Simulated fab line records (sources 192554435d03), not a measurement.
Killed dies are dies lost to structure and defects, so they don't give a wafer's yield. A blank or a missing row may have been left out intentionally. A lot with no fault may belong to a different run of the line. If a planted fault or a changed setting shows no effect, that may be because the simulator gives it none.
Which tool is to blame? | flow n5 finfet | 6 lots with 18 wafers sampled at 2 steps, on a route of 1938 steps

== WHAT THE GAUGES READ, wafer by wafer ==
N5_HKMG_FIN_THK_MEAS_70: measures by xrf.
lot  | measured    | on            | HK_THK (nm)
L744 | day 4 12:49 | film metro-01 | 1.631 1.641 1.619
L746 | day 5 01:23 | film metro-01 | 1.625 1.636 1.614
L748 | day 5 09:59 | film metro-01 | 1.612 1.626 1.620
L752 | day 6 09:26 | film metro-02 | 1.647 1.613 1.634
L760 | day 8 08:02 | film metro-01 | 1.609 1.615 1.618
L764 | day 9 08:40 | film metro-02 | 1.608 1.584 1.615

== EACH LOT AND THE TOOL THAT RAN IT (in order: tool; ch and the chambers of the sampled wafers; start) ==
lot  | N5_HKMG_FIN_ALD_79
L744 | ald metal-04 ch 0,1,3, day 4 11:44
L746 | ald metal-02 ch 1,3, day 5 00:05
L748 | ald metal-04 ch 1,2, day 5 08:56
L752 | ald metal-04 ch 0,1,2, day 6 08:23
L760 | ald metal-03 ch 1,2, day 8 06:56
L764 | ald metal-04 ch 1,2,3, day 9 07:37
- N5_HKMG_FIN_ALD_79: deposits TiN, target thk 1.5 nm, pulse time 1 s, purge time 3 s.

== THE ANSWER, worked out from the rows above alone ==
Rule: usual is defined by the lots themselves. Put in order of their means at a reading, lots are off if they are a third of the lots or fewer, leave a main group of 4 or more, and stand apart from it by a gap of 3 or more times the standard deviation of the main group's means; of several such gaps the widest counts. Not used: any main group whose means are identical at the precision the tables above print for the reading. A lot without any number at a reading at which 4 lots or more have one is off too. The other lots that the step has rows for count as sound.
Nothing can be told from this: no lot is off at any reading shown.

== WHAT HAD BEEN PUT IN BY THE SIMULATOR ==
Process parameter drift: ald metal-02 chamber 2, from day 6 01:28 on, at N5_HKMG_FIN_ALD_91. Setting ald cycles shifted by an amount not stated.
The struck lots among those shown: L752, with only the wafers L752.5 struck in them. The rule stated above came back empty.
